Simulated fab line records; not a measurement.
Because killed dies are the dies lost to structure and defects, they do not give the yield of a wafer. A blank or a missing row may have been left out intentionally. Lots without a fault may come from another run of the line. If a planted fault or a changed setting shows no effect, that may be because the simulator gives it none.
Which tool was responsible? + flow n5-finfet + 7 lots, 21 wafers sampled, at 7 steps of a route of 1938

## WHAT THE GAUGES SHOWED, per wafer
N5_BEOL_M0_RS_MEAS_126: the measuring method here is four-point-probe. Usual: for M0_RS the level is 0.534 ohm/sq and the standard deviation is 0.017.
| lot  | measured     | on            | M0_RS (ohm/sq)    | flag |
|------|--------------|---------------|-------------------|------|
| L343 | day 6 11:24  | film-metro-01 | 0.537 0.540 0.513 |      |
| L345 | day 7 02:09  | film-metro-02 | 0.526 0.514 0.520 |      |
| L347 | day 7 08:59  | film-metro-01 | 0.532 0.518 0.521 |      |
| L353 | day 8 16:58  | film-metro-01 | 0.513 0.529 0.534 |      |
| L359 | day 10 07:29 | film-metro-01 | 0.735 0.711 0.705 | OFF  |
| L360 | day 10 16:21 | film-metro-02 | 0.678 0.658 0.646 | OFF  |
| L361 | day 10 22:43 | film-metro-01 | 0.712 0.676 0.704 | OFF  |

N5_BEOL_M4_RC_MEAS_101. Usual: DIBL_N 35.3 mV/V, standard deviation 1.5; DIBL_P 35.3 mV/V, standard deviation 1.9; IOFF_N 0.145 nA/um, standard deviation 0.027; IOFF_P 0.20 nA/um, standard deviation 0.033; ION_N 670 uA/um, standard deviation 12; ION_P 462 uA/um, standard deviation 6.8; SS_N 71.3 mV/dec, standard deviation 0.6; SS_P 73.1 mV/dec, standard deviation 0.7; VT_N 251 mV, standard deviation 3.4; VT_P -251 mV, standard deviation 3.2.
| lot  | measured     | on        | DIBL_N (mV/V)  | DIBL_P (mV/V)  | IOFF_N (nA/um)    | IOFF_P (nA/um) | ION_N (uA/um) | ION_P (uA/um) | SS_N (mV/dec)  | SS_P (mV/dec)  | VT_N (mV)   | VT_P (mV)      | flag |
|------|--------------|-----------|----------------|----------------|-------------------|----------------|---------------|---------------|----------------|----------------|-------------|----------------|------|
| L343 | day 9 01:55  | prober-01 | 35.0 36.3 36.2 | 35.7 38.0 37.4 | 0.138 0.166 0.154 | 0.18 0.21 0.20 | 659 680 666   | 450 460 455   | 71.0 71.8 71.5 | 73.1 74.1 73.9 | 254 249 251 | -253 -251 -251 |      |
| L345 | day 10 14:03 | prober-01 | 35.8 35.6 35.3 | 34.8 35.3 34.3 | 0.142 0.137 0.125 | 0.18 0.19 0.17 | 673 672 665   | 457 461 460   | 71.2 70.9 70.9 | 73.5 73.3 73.4 | 251 252 255 | -254 -252 -255 |      |
| L347 | day 9 12:05  | prober-01 | 36.7 35.3 36.8 | 36.6 35.2 37.3 | 0.162 0.133 0.160 | 0.24 0.22 0.25 | 669 664 679   | 464 466 467   | 71.9 71.6 72.0 | 73.4 73.0 73.3 | 251 251 248 | -247 -249 -245 |      |
| L353 | day 11 10:58 | prober-01 | 34.0 31.6 35.0 | 34.9 31.7 35.7 | 0.120 0.090 0.139 | 0.19 0.15 0.20 | 654 637 672   | 458 446 465   | 70.6 70.3 70.4 | 72.7 72.0 73.0 | 256 260 252 | -250 -251 -249 |      |
| L359 | day 13 03:14 | prober-01 | 35.8 34.0 37.7 | 35.4 33.6 37.9 | 0.139 0.103 0.166 | 0.19 0.17 0.23 | 667 641 659   | 461 449 453   | 71.4 71.2 71.9 | 72.9 73.1 73.5 | 256 257 251 | -252 -254 -252 |      |
| L360 | day 13 08:16 | prober-02 | 35.1 38.0 33.5 | 35.6 38.5 33.5 | 0.145 0.202 0.112 | 0.20 0.26 0.16 | 682 690 657   | 466 471 452   | 72.3 73.0 71.0 | 73.7 74.0 73.2 | 252 246 257 | -250 -247 -255 |      |
| L361 | day 13 14:29 | prober-01 | 35.4 35.7 33.4 | 36.6 36.8 34.4 | 0.162 0.163 0.128 | 0.20 0.20 0.16 | 679 680 675   | 462 464 462   | 71.3 70.8 69.8 | 73.0 73.5 72.7 | 248 248 250 | -253 -254 -256 |      |

## EACH LOT AND THE TOOL THAT RAN IT (in order: tool; ch and the chambers of the sampled wafers; start)
| lot  | N5_MOL_CONTACT_COAG_VIA_ETCH_117  | N5_BEOL_M0_SAQP_PECVD_00        | N5_BEOL_M0_SAQP_PECVD_03       | N5_BEOL_M0_SAQP_PECVD_96       | N5_BEOL_M0_ETCH_109                |
|------|-----------------------------------|---------------------------------|--------------------------------|--------------------------------|------------------------------------|
| L343 | rie-diel-05 ch 0,1,3, day 5 14:14 | pecvd-01 ch 1,2, day 5 21:02    | pecvd-03 ch 0,1, day 5 22:22   | pecvd-03 ch 0,1, day 5 22:23   | rie-diel-04 ch 0,1,3, day 6 07:19  |
| L345 | rie-diel-05 ch 0,3, day 6 08:31   | pecvd-03 ch 1,2, day 6 13:09    | pecvd-03 ch 0,1,2, day 6 13:53 | pecvd-03 ch 0,1,2, day 6 13:55 | rie-diel-03 ch 0,2,3, day 6 23:17  |
| L347 | rie-diel-03 ch 0,3, day 6 15:14   | pecvd-04 ch 0,1,2, day 6 19:44  | pecvd-03 ch 0,1,2, day 6 20:16 | pecvd-03 ch 0,1,2, day 6 20:17 | rie-diel-04 ch 1,2, day 7 06:14    |
| L353 | rie-diel-03 ch 0,1,2, day 8 01:16 | pecvd-01 ch 0,1, day 8 05:46    | pecvd-03 ch 0,1, day 8 05:58   | pecvd-03 ch 0,1, day 8 06:00   | rie-diel-03 ch 0,2,3, day 8 13:31  |
| L359 | rie-diel-05 ch 0,1,2, day 9 12:29 | pecvd-03 ch 1,2, day 9 16:58    | pecvd-01 ch 0,1, day 9 17:28   | pecvd-01 ch 0,1, day 9 17:30   | rie-diel-05 ch 2,3, day 10 04:26   |
| L360 | rie-diel-04 ch 0,1,3, day 9 23:47 | pecvd-03 ch 1,2, day 10 04:17   | pecvd-04 ch 0,1, day 10 04:53  | pecvd-04 ch 0,1, day 10 04:56  | rie-diel-05 ch 0,3, day 10 12:46   |
| L361 | rie-diel-04 ch 0,3, day 10 06:25  | pecvd-01 ch 0,1,2, day 10 10:54 | pecvd-04 ch 0,1, day 10 11:45  | pecvd-04 ch 0,1, day 10 11:48  | rie-diel-03 ch 1,2,3, day 10 20:22 |
- N5_MOL_CONTACT_COAG_VIA_ETCH_117: etches SiO2 in C4F6/O2, target depth 40 nm, overetch 8 nm, time 26 s.
- N5_BEOL_M0_SAQP_PECVD_00: deposits SiCN from 3MS/NH3, target thk 8 nm, time 14 s.
- N5_BEOL_M0_SAQP_PECVD_03: deposits SiCN from 3MS/NH3, target thk 12 nm, time 21.1 s.
- N5_BEOL_M0_SAQP_PECVD_96: deposits a-Si from SiH4/He, target thk 45 nm, time 45.2 s.
- N5_BEOL_M0_ETCH_109: etches SiCN in CH3F/O2, target depth 8 nm, overetch 2.4 nm, time 27.4 s.

## WHAT THE TOOLS THEMSELVES READ (means of the sampled wafers that have a number; where no wafer has one, the mark that the record gives instead)
N5_MOL_CONTACT_COAG_VIA_ETCH_117. Usual: O2_flow_sccm 10.00 sccm, standard deviation 0.033; drypump-motor-current-A 5.7 A, standard deviation 0.55; oes-product-au 0.72 a.u., standard deviation 0.059; rf-vpp-V 1582 V, standard deviation 28; showerhead-plenum-p-Torr 2.83 Torr, standard deviation 0.12; throttle-valve-pct 41.0 %, standard deviation 0.41.
| lot  | tool        | O2_flow_sccm (sccm) | drypump-motor-current-A (A) | oes-product-au (a.u.) | rf-vpp-V (V) | showerhead-plenum-p-Torr (Torr) | throttle-valve-pct (%) | flag |
|------|-------------|---------------------|-----------------------------|-----------------------|--------------|---------------------------------|------------------------|------|
| L343 | rie-diel-05 | 9.99                | 5.2                         | 0.74                  | 1556         | 2.76                            | 40.9                   |      |
| L345 | rie-diel-05 | 9.99                | 5.0                         | 0.71                  | 1562         | 2.75                            | 40.7                   |      |
| L347 | rie-diel-03 | 10.00               | 5.4                         | 0.73                  | 1586         | 2.72                            | 41.3                   |      |
| L353 | rie-diel-03 | 9.99                | 5.5                         | 0.74                  | 1579         | 2.81                            | 41.2                   |      |
| L359 | rie-diel-05 | 10.02               | 5.7                         | 0.70                  | 1578         | 2.78                            | 41.0                   |      |
| L360 | rie-diel-04 | 9.99                | 6.2                         | 0.76                  | 1581         | 2.99                            | 40.7                   |      |
| L361 | rie-diel-04 | 10.00               | 6.3                         | 0.74                  | 1579         | 2.99                            | 41.0                   |      |

N5_BEOL_M0_SAQP_PECVD_00. Usual: chamber-pressure-Torr 3.000 Torr, standard deviation 0.0066; rf-fwd-power-W 198.2 W, standard deviation 0.96; showerhead-plenum-p-Torr 3.663 Torr, standard deviation 0.01; throttle-valve-pct 9.4 %, standard deviation 0.78.
| lot  | tool     | chamber-pressure-Torr (Torr) | rf-fwd-power-W (W) | showerhead-plenum-p-Torr (Torr) | throttle-valve-pct (%) | flag |
|------|----------|------------------------------|--------------------|---------------------------------|------------------------|------|
| L343 | pecvd-01 | 3.004                        | 199.5              | 3.653                           | 9.0                    |      |
| L345 | pecvd-03 | 2.999                        | 197.2              | 3.667                           | 9.1                    |      |
| L347 | pecvd-04 | 3.000                        | 198.0              | 3.668                           | 9.8                    |      |
| L353 | pecvd-01 | 2.997                        | 199.9              | 3.666                           | 9.6                    |      |
| L359 | pecvd-03 | -                            | -                  | -                               | -                      | OFF  |
| L360 | pecvd-03 | -                            | -                  | -                               | -                      | OFF  |
| L361 | pecvd-01 | -                            | -                  | -                               | -                      | OFF  |

N5_BEOL_M0_SAQP_PECVD_03. Usual: chamber-pressure-Torr 3.000 Torr, standard deviation 0.0063; rf-fwd-power-W 198.7 W, standard deviation 0.9; showerhead-plenum-p-Torr 3.664 Torr, standard deviation 0.011; throttle-valve-pct 9.5 %, standard deviation 0.77.
| lot  | tool     | chamber-pressure-Torr (Torr) | rf-fwd-power-W (W) | showerhead-plenum-p-Torr (Torr) | throttle-valve-pct (%) | flag |
|------|----------|------------------------------|--------------------|---------------------------------|------------------------|------|
| L343 | pecvd-03 | 3.009                        | 199.1              | 3.665                           | 9.5                    |      |
| L345 | pecvd-03 | 2.996                        | 198.4              | 3.670                           | 9.2                    |      |
| L347 | pecvd-03 | 3.001                        | 199.0              | 3.659                           | 9.0                    |      |
| L353 | pecvd-03 | 2.998                        | 197.8              | 3.665                           | 9.6                    |      |
| L359 | pecvd-01 | 3.001                        | 200.4              | 3.670                           | 9.7                    |      |
| L360 | pecvd-04 | 2.992                        | 199.1              | 3.659                           | 9.4                    |      |
| L361 | pecvd-04 | 3.004                        | 199.0              | 3.661                           | 9.5                    |      |

N5_BEOL_M0_SAQP_PECVD_96. Usual: chamber-pressure-Torr 3.000 Torr, standard deviation 0.0058; heater-power-outer-w 356 W, standard deviation 38; heater-power-w 610 W, standard deviation 51; showerhead-plenum-p-Torr 5.66 Torr, standard deviation 0.037; throttle-valve-pct 19.0 %, standard deviation 1.6.
| lot  | tool     | chamber-pressure-Torr (Torr) | heater-power-outer-w (W) | heater-power-w (W) | showerhead-plenum-p-Torr (Torr) | throttle-valve-pct (%) | flag |
|------|----------|------------------------------|--------------------------|--------------------|---------------------------------|------------------------|------|
| L343 | pecvd-03 | 3.001                        | 348                      | 610                | 5.65                            | 19.3                   |      |
| L345 | pecvd-03 | 2.997                        | 365                      | 626                | 5.67                            | 18.2                   |      |
| L347 | pecvd-03 | 3.003                        | 345                      | 601                | 5.67                            | 18.2                   |      |
| L353 | pecvd-03 | 2.995                        | 337                      | 589                | 5.67                            | 19.4                   |      |
| L359 | pecvd-01 | 2.999                        | 388                      | 691                | 5.68                            | 19.5                   |      |
| L360 | pecvd-04 | 3.002                        | 378                      | 616                | 5.65                            | 19.1                   |      |
| L361 | pecvd-04 | 2.996                        | 411                      | 640                | 5.65                            | 19.2                   |      |

N5_BEOL_M0_ETCH_109. Usual: O2_flow_sccm 19.99 sccm, standard deviation 0.06; drypump-motor-current-A 5.7 A, standard deviation 0.58; oes-product-au 0.69 a.u., standard deviation 0.067; rf-vpp-V 297.1 V, standard deviation 1.8; showerhead-plenum-p-Torr 1.99 Torr, standard deviation 0.083; throttle-valve-pct 16.30 %, standard deviation 0.22.
| lot  | tool        | O2_flow_sccm (sccm) | drypump-motor-current-A (A) | oes-product-au (a.u.) | rf-vpp-V (V) | showerhead-plenum-p-Torr (Torr) | throttle-valve-pct (%) | flag |
|------|-------------|---------------------|-----------------------------|-----------------------|--------------|---------------------------------|------------------------|------|
| L343 | rie-diel-04 | 20.01               | 6.2                         | 0.70                  | 298.0        | 2.04                            | 16.27                  |      |
| L345 | rie-diel-03 | 20.01               | 5.2                         | 0.73                  | 295.7        | 1.92                            | 16.23                  |      |
| L347 | rie-diel-04 | 19.95               | 5.8                         | 0.65                  | 297.2        | 2.02                            | 16.17                  |      |
| L353 | rie-diel-03 | 19.99               | 5.2                         | 0.72                  | 295.0        | 1.91                            | 16.25                  |      |
| L359 | rie-diel-05 | 19.94               | 5.6                         | 0.30                  | 297.5        | 1.98                            | 16.46                  | OFF  |
| L360 | rie-diel-05 | 20.05               | 5.0                         | 0.29                  | 296.8        | 1.93                            | 16.22                  | OFF  |
| L361 | rie-diel-03 | 19.94               | 5.5                         | 0.28                  | 296.2        | 1.95                            | 16.42                  | OFF  |

## THE ANSWER, worked out from the rows above alone
Rule: lot off if the mean of its wafers having a number is beyond 3 standard deviations from the usual mean. A lot without any number at a reading at which 4 lots or more have one is off too. Any other lot the step has rows for is counted as sound. First the gauges in route order, then the tools' own readings, where a lot's mean is used as printed above. At the first step where some lot is off, the reading lying furthest off is the one used; lots without a number count as furthest.
Off: L359, L360, L361, seen at N5_BEOL_M0_RS_MEAS_126 (M0_RS).
A tool fits if, at a process step before that reading, it ran every lot that is off, and no sound lot after the first of them. Not tried: the gauges at N5_BEOL_M0_RS_MEAS_126; whatever is off there is also off at N5_BEOL_M0_SAQP_PECVD_00, on other tools, and gauge error can't account for it. None of those tried fits.

## WHAT WAS PUT IN BY THE SIMULATOR
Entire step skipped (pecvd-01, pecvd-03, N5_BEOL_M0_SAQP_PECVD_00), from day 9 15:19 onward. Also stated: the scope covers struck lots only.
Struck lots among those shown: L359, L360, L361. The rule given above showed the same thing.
